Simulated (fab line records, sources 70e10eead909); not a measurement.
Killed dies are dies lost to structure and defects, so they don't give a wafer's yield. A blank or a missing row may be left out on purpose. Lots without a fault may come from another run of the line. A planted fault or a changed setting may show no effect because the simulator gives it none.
A struck lot beside a sound one | flow nand_harc | 14 steps out of a route of 1302
Sound: wafers L408.2, L408.4, L408.5. Struck: wafers L417.3, L417.5. (L417.6 of the same lot was not struck and is left out.) The cause comes at the end.
At each step with rows: each side's tool, then ch and its chambers, then its first start. Under that, the readings that differ: sound wafers | struck wafers | difference of the means | sigmas: that difference in standard deviations of wafers without a fault.
alike: readings whose means differ by less than 2 such deviations, and words and numbers that are the same on both sides. not compared: withheld readings, readings that some wafer has no value for, bounds like >300 that may hide the same value, and numbers for which the record gives no deviation and whose values overlap.
The two part at a step that has a row with sigmas, a row that says differs or no value, or rows on one side only. Numbers that don't overlap but have no deviation are shown without sigmas and don't part them. A reading that every wafer of one side lacks parts them only if that side has two wafers or more.

first, 7 steps without rows for these wafers: NHARC_A_STAIRCASE_COAT_03; NHARC_A_STAIRCASE_SOFTBAKE_04 (time 170 s); NHARC_A_STAIRCASE_EBR_05; NHARC_A_STAIRCASE_EXPOSE_06 (exposes mask STAIR); NHARC_A_STAIRCASE_PEB_07 (peb time 130 s); NHARC_A_STAIRCASE_DEVELOP_08 (time 140 s); NHARC_A_STAIRCASE_HARDBAKE_10 (time 140 s).
NHARC_A_STAIRCASE_DESCUM_11: chemistry O2, time 3 s.
  sound on rie_diel-11 ch 0,1, day 15 19:52; struck on rie_diel-05 ch 0,2, day 19 19:37
  reading                         | sound          | struck    | difference | sigmas
  drypump_motor_current_A (A)     | 5.5 5.6 5.6    | 6.1 6.6   | +0.8       | +2
  showerhead_plenum_p_Torr (Torr) | 2.07 2.01 2.01 | 1.79 1.84 | -0.21      | -2
  alike: o2_flow_sccm, oes_product_au, rf_vpp_V, throttle_valve_pct
  not compared: rf_hours_counter_h
NHARC_A_STAIRCASE_TRIM_12: chemistry O2, time 211.2 s.
  sound on rie_diel-11 ch 2,3, day 15 19:57; struck on rie_diel-05 ch 0,3, day 19 19:43
  alike: drypump_motor_current_A, o2_flow_sccm, oes_product_au, rf_vpp_V, showerhead_plenum_p_Torr, throttle_valve_pct
  not compared: rf_hours_counter_h
NHARC_A_STAIRCASE_ETCH_13: etches the open film in C4F8/O2, target depth 100 nm, time 40.5 s.
  sound on rie_diel-11 ch 0,1,3; struck on rie_diel-05 ch 0,3
  alike: oes_product_au, rf_vpp_V
  not compared: rf_hours_counter_h
NHARC_A_STAIRCASE_TRIM_14: chemistry O2, time 211.2 s.
  sound on rie_diel-11 ch 1,2; struck on rie_diel-05 ch 1,3
  reading             | sound             | struck      | difference | sigmas
  o2_flow_sccm (sccm) | 498.7 499.7 497.1 | 501.4 503.0 | +3.7       | +2
  alike: drypump_motor_current_A, oes_product_au, rf_vpp_V, showerhead_plenum_p_Torr, throttle_valve_pct
  not compared: rf_hours_counter_h
NHARC_A_STAIRCASE_ETCH_15: etches the open film in C4F8/O2, target depth 100 nm, time 40.5 s.
  sound on rie_diel-11 ch 0,1,2, day 15 20:20; struck on rie_diel-05 ch 2, day 19 20:07
  reading               | sound             | struck      | difference | sigmas
  oes_product_au (a.u.) | 0.927 0.923 0.956 | 0.814 0.829 | -0.114     | -7
  rf_vpp_V (V)          | 903 905 907       | 889 888     | -16        | -3
  not compared: rf_hours_counter_h
NHARC_A_STAIRCASE_TRIM_16: chemistry O2, time 211.2 s.
  sound on rie_diel-11 ch 0,3; struck on rie_diel-05 ch 0,2
  alike: drypump_motor_current_A, o2_flow_sccm, oes_product_au, rf_vpp_V, showerhead_plenum_p_Torr, throttle_valve_pct
  not compared: rf_hours_counter_h
-- the record jumps here: 9 days lie between the struck wafers' starts before and after (it left off in module A_STAIRCASE and takes up again in module END, whose first step shown is number 1302 of the route) --
NHARC_END_SORT_01:
  the record has rows for the struck wafers here (prober-02 ch 0, day 28 21:59) and none for the sound ones

WHERE THEY PART
First at NHARC_A_STAIRCASE_DESCUM_11; last, within this record, at NHARC_END_SORT_01.

WHY: what the simulator had put in
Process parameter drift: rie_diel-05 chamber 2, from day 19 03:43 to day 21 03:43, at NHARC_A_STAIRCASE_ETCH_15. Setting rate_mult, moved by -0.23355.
